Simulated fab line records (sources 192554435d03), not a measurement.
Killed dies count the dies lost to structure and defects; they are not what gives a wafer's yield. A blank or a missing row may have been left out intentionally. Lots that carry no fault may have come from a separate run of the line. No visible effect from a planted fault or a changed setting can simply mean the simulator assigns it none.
Which tool was responsible? ; flow n5_finfet ; 11 lots, 33 wafers sampled, at 5 steps of a route of 1938

== WHAT THE GAUGES READ, wafer by wafer ==
Not one reading of a measure or inspect step in the record can be checked against a usual standard deviation.

== WHICH TOOL RAN EACH LOT (tool, then ch and the chambers of the sampled wafers, then the start) ==
lot;N5_BEOL_M5_ALD_86;N5_BEOL_M5_SPUTTER_48;N5_BEOL_M5_PRE_CLEAN_77;N5_BEOL_M6_PECVD_70;N5_BEOL_M6_CMP_52
L589;ald_metal-02 ch 0,3, day 8 19:28;pvd_sputter-02, day 8 20:05;cvd_co-02 ch 0,1,2, day 9 01:17;pecvd-01 ch 0,1,2, day 9 02:11;cmp-02 ch 1,2, day 9 07:34
L591;ald_metal-02 ch 1,2, day 9 10:33;pvd_sputter-03, day 9 11:14;cvd_co-02 ch 1,2, day 9 16:25;pecvd-03 ch 0,1, day 9 17:20;cmp-02 ch 0,2, day 10 00:49
L592;ald_metal-01 ch 0,1,3, day 9 14:09;pvd_sputter-02, day 9 14:44;cvd_co-02 ch 0,1,2, day 9 19:54;pecvd-02 ch 1,2, day 9 20:49;cmp-03 ch 0,1,2, day 10 03:23
L595;ald_metal-01 ch 0,3, day 9 22:56;pvd_sputter-03, day 9 23:34;cvd_co-02 ch 0,2, day 10 05:23;pecvd-03 ch 0,2, day 10 06:17;cmp-02 ch 0,2, day 10 14:28
L596;ald_metal-02 ch 0,2,3, day 10 14:20;pvd_sputter-03, day 10 14:55;cvd_co-01 ch 0,2, day 10 20:06;pecvd-02 ch 0,1, day 10 21:00;cmp-03 ch 2,3, day 11 03:20
L597;ald_metal-01 ch 1,3, day 10 17:47;pvd_sputter-03, day 10 19:21;cvd_co-01 ch 0,1,2, day 11 00:32;pecvd-02 ch 1,2, day 11 01:26;cmp-03 ch 1,3, day 11 08:45
L601;ald_metal-02 ch 1,2, day 11 18:23;pvd_sputter-01, day 11 19:07;cvd_co-02 ch 0,2, day 12 00:58;pecvd-02 ch 1,2, day 12 01:52;cmp-03 ch 1,3, day 12 12:08
L600;ald_metal-04 ch 0,2,3, day 11 23:41;pvd_sputter-03, day 12 00:32;cvd_co-01 ch 0,2, day 12 07:04;pecvd-02 ch 1,2, day 12 07:58;cmp-02 ch 0,3, day 12 15:22
L604;ald_metal-02 ch 0,1,2, day 12 23:35;pvd_sputter-01, day 13 00:08;cvd_co-01 ch 1,2, day 13 05:19;pecvd-01 ch 1,2, day 13 07:40;cmp-03 ch 1,2,3, day 13 12:25
L608;ald_metal-01 ch 0,2,3, day 14 14:32;pvd_sputter-01, day 14 15:02;cvd_co-02 ch 0,1, day 14 20:13;pecvd-02 ch 0,1,2, day 14 21:35;cmp-03 ch 1,2,3, day 15 05:20
L611;ald_metal-02 ch 0,2,3, day 14 16:26;pvd_sputter-02, day 14 18:10;cvd_co-02 ch 0,2, day 14 23:21;pecvd-02 ch 0,2, day 15 00:18;cmp-03 ch 0,3, day 15 09:35
- N5_BEOL_M5_ALD_86: deposits TaN, pulse time 2 s, purge time 3 s, co reactant purge time 2 s.
- N5_BEOL_M5_SPUTTER_48: material Cu, target thk 15 nm, time 27.62 s.
- N5_BEOL_M5_PRE_CLEAN_77: time 15 s.
- N5_BEOL_M6_PECVD_70: deposits SiO2 from TEOS/O2, target thk 20 nm, time 22.7 s.
- N5_BEOL_M6_CMP_52: polishes, stops on SiCOH lowk, t overpolish 6.9 s, target thk 80 nm.

== WHAT THE TOOLS THEMSELVES READ (means of the sampled wafers that have a number; where no wafer has one, the mark that the record gives instead) ==
N5_BEOL_M5_ALD_86. Usual: heater_power_w reads 431 W (standard deviation 46).
lot;tool;heater_power_w (W);flag
L589;ald_metal-02;453;
L591;ald_metal-02;386;
L592;ald_metal-01;430;
L595;ald_metal-01;400;
L596;ald_metal-02;446;
L597;ald_metal-01;413;
L601;ald_metal-02;384;
L600;ald_metal-04;421;
L604;ald_metal-02;391;
L608;ald_metal-01;423;
L611;ald_metal-02;443;

N5_BEOL_M5_SPUTTER_48. Usual: throttle_valve_pct reads 30.0 % (standard deviation 1.1).
lot;tool;throttle_valve_pct (%);flag
L589;pvd_sputter-02;30.5;
L591;pvd_sputter-03;29.3;
L592;pvd_sputter-02;30.5;
L595;pvd_sputter-03;29.2;
L596;pvd_sputter-03;29.5;
L597;pvd_sputter-03;29.0;
L601;pvd_sputter-01;29.6;
L600;pvd_sputter-03;29.5;
L604;pvd_sputter-01;29.7;
L608;pvd_sputter-01;29.6;
L611;pvd_sputter-02;31.1;

N5_BEOL_M5_PRE_CLEAN_77. Usual: heater_power_w reads 74 W (standard deviation 14).
lot;tool;heater_power_w (W);flag
L589;cvd_co-02;71;
L591;cvd_co-02;63;
L592;cvd_co-02;71;
L595;cvd_co-02;61;
L596;cvd_co-01;73;
L597;cvd_co-01;77;
L601;cvd_co-02;69;
L600;cvd_co-01;68;
L604;cvd_co-01;72;
L608;cvd_co-02;81;
L611;cvd_co-02;62;

N5_BEOL_M6_PECVD_70. Usual: heater_power_outer_w 431 W, standard deviation 61; heater_power_w 714 W, standard deviation 79; showerhead_plenum_p_Torr 8.76 Torr, standard deviation 0.046; susceptor_temp_C 400.00 C, standard deviation 0.25; throttle_valve_pct 22.0 %, standard deviation 1.4.
lot;tool;heater_power_outer_w (W);heater_power_w (W);showerhead_plenum_p_Torr (Torr);susceptor_temp_C (C);throttle_valve_pct (%);flag
L589;pecvd-01;399;699;8.72;400.12;22.6;
L591;pecvd-03;480;776;8.79;399.88;22.8;
L592;pecvd-02;415;727;8.73;400.03;21.9;
L595;pecvd-03;478;758;8.80;400.14;21.6;
L596;pecvd-02;465;748;8.77;399.75;21.9;
L597;pecvd-02;398;697;8.72;400.12;21.4;
L601;pecvd-02;389;676;8.70;399.97;21.5;
L600;pecvd-02;374;667;8.73;400.06;21.8;
L604;pecvd-01;383;702;8.70;400.12;21.5;
L608;pecvd-02;478;771;8.74;409.75;21.7;OFF
L611;pecvd-02;555;840;8.76;419.27;21.5;OFF

N5_BEOL_M6_CMP_52. Usual: barrier_field_endpoint_s 28.8 s, standard deviation 0.77; clearing_platen_down_force_psi 1.5001 psi, standard deviation 0.0028; motor_current_A 6.2 A, standard deviation 0.51.
lot;tool;barrier_field_endpoint_s (s);clearing_platen_down_force_psi (psi);motor_current_A (A);flag
L589;cmp-02;28.9;1.4999;5.8;
L591;cmp-02;29.3;1.4994;5.8;
L592;cmp-03;29.0;1.5004;6.2;
L595;cmp-02;28.8;1.5003;5.6;
L596;cmp-03;29.1;1.5003;6.6;
L597;cmp-03;29.0;1.5024;6.3;
L601;cmp-03;28.3;1.5027;6.6;
L600;cmp-02;29.0;1.4983;5.7;
L604;cmp-03;29.7;1.4987;6.5;
L608;cmp-03;26.9;1.4990;6.3;
L611;cmp-03;24.8;1.4971;6.8;OFF

== THE ANSWER, worked out from the rows above alone ==
Rule: take the mean of a lot's wafers that have a number; if it is more than 3 standard deviations from the usual mean, the lot is off. Also off: a lot with no number at a reading for which 4 or more lots have one. Where the step has rows for the other lots, those lots are counted as sound. The gauges are gone through in route order, then the tools' own readings, and for those a lot's mean is taken as printed above. The first step at which some lot is off is used, and at that step the reading that is off furthest; a lot without a number counts as furthest.
Off: L608, L611, at N5_BEOL_M6_PECVD_70 (susceptor_temp_C).
A tool fits if, at that step or a process step before it, it ran every lot that is off, and no sound lot after the first of them. This does not decide it: 2 tools fit, namely cvd_co-02 at N5_BEOL_M5_PRE_CLEAN_77 and pecvd-02 at N5_BEOL_M6_PECVD_70.

== WHAT THE SIMULATOR HAD INSERTED ==
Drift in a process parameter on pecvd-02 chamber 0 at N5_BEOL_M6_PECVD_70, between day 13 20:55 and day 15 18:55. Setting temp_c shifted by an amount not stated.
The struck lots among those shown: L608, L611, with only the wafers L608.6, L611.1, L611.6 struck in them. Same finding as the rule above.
